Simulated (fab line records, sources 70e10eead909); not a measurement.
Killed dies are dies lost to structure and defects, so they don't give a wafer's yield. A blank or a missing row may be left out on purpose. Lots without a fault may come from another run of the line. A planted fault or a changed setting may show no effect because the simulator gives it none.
Chamber matching | flow nand_harc | NHARC_A_STAIRCASE_TRIM_20 on rie_diel-02: 4 sister chambers
The step chemistry O2, time 211.2 s. 22 wafers are shown with their chamber, then 11 later ones without.

WAFERS WITH THEIR CHAMBER
wafer  | chamber | drypump_motor_current_A (A) | showerhead_plenum_p_Torr (Torr) | oes_product_au (a.u.)
L076.3 | 1       | 6.0                         | 3.54                            | 1.012
L076.4 | 0       | 6.4                         | 3.32                            | 1.005
L076.5 | 1       | 5.9                         | 3.54                            | 1.002
L076.1 | 2       | 5.4                         | 3.69                            | 1.019
L076.2 | 3       | 5.9                         | 3.61                            | 1.014
L076.6 | 2       | 5.4                         | 3.69                            | 1.012
L077.1 | 0       | 6.4                         | 3.32                            | 1.006
L077.2 | 3       | 5.9                         | 3.61                            | 1.012
L077.4 | 2       | 5.4                         | 3.69                            | 1.010
L077.3 | 1       | 6.0                         | 3.53                            | 0.993
L077.5 | 3       | 5.9                         | 3.61                            | 1.010
L077.6 | 2       | 5.4                         | 3.69                            | 1.010
L083.1 | 0       | 6.4                         | 3.31                            | 1.005
L083.2 | 1       | 6.0                         | 3.53                            | 1.000
L083.5 | 2       | 5.4                         | 3.68                            | 1.010
L084.3 | 3       | 5.9                         | 3.60                            | 1.002
L084.4 | 0       | 6.4                         | 3.31                            | 1.003
L084.5 | 1       | 6.0                         | 3.53                            | 0.991
L087.2 | 0       | 6.4                         | 3.31                            | 0.993
L087.3 | 3       | 5.9                         | 3.60                            | 1.010
L087.5 | 3       | 5.9                         | 3.60                            | 1.002
L085.3 | 0       | 6.4                         | 3.31                            | 0.995

SIGNATURES (means of the wafers above)
reading                  | chamber 0 | chamber 1 | chamber 2 | chamber 3 | scatter within a chamber
drypump_motor_current_A  | 6.400     | 5.980     | 5.400     | 5.900     | 0.0211
showerhead_plenum_p_Torr | 3.3133    | 3.5340    | 3.6880    | 3.6050    | 0.00518
oes_product_au           | 1.00117   | 0.99960   | 1.01220   | 1.00833   | 0.00592
Rule: a wafer's distance from a chamber is the root of the sum, over the readings, of the square of ((its reading less the chamber's mean) divided by the reading's scatter). The wafer belongs to the nearest chamber; if the next one is less than 2 further off, it can't be placed. The scatter: the root of (the sum of the squares of (reading less its chamber's mean) over the shown wafers, divided by (wafers less chambers)).

WAFERS WITHOUT THEIR CHAMBER
wafer  | drypump_motor_current_A (A) | showerhead_plenum_p_Torr (Torr) | oes_product_au (a.u.)
L085.4 | 5.9                         | 3.60                            | 1.019
L085.5 | 6.4                         | 3.31                            | 1.003
L090.2 | 6.0                         | 3.52                            | 0.999
L090.4 | 6.4                         | 3.31                            | 1.009
L090.6 | 5.4                         | 3.67                            | 1.020
L090.1 | 5.9                         | 3.60                            | 1.022
L090.3 | 5.4                         | 3.67                            | 1.019
L090.5 | 5.9                         | 3.52                            | 1.007
L093.1 | 6.4                         | 3.30                            | 1.004
L093.3 | 5.9                         | 3.52                            | 1.003
L093.5 | 5.9                         | 3.59                            | 1.022

WHICH CHAMBER EACH WENT THROUGH
wafer  | from the rows above | in truth
L085.4 | 3                   | 3
L085.5 | 0                   | 0
L090.2 | 1                   | 1
L090.4 | 0                   | 0
L090.6 | 2                   | 2
L090.1 | 3                   | 3
L090.3 | 2                   | 2
L090.5 | 1                   | 1
L093.1 | 0                   | 0
L093.3 | 1                   | 1
L093.5 | 3                   | 3
Placed correctly: 11 of 11. Can't be placed from these rows: 0. Placed wrongly: 0.
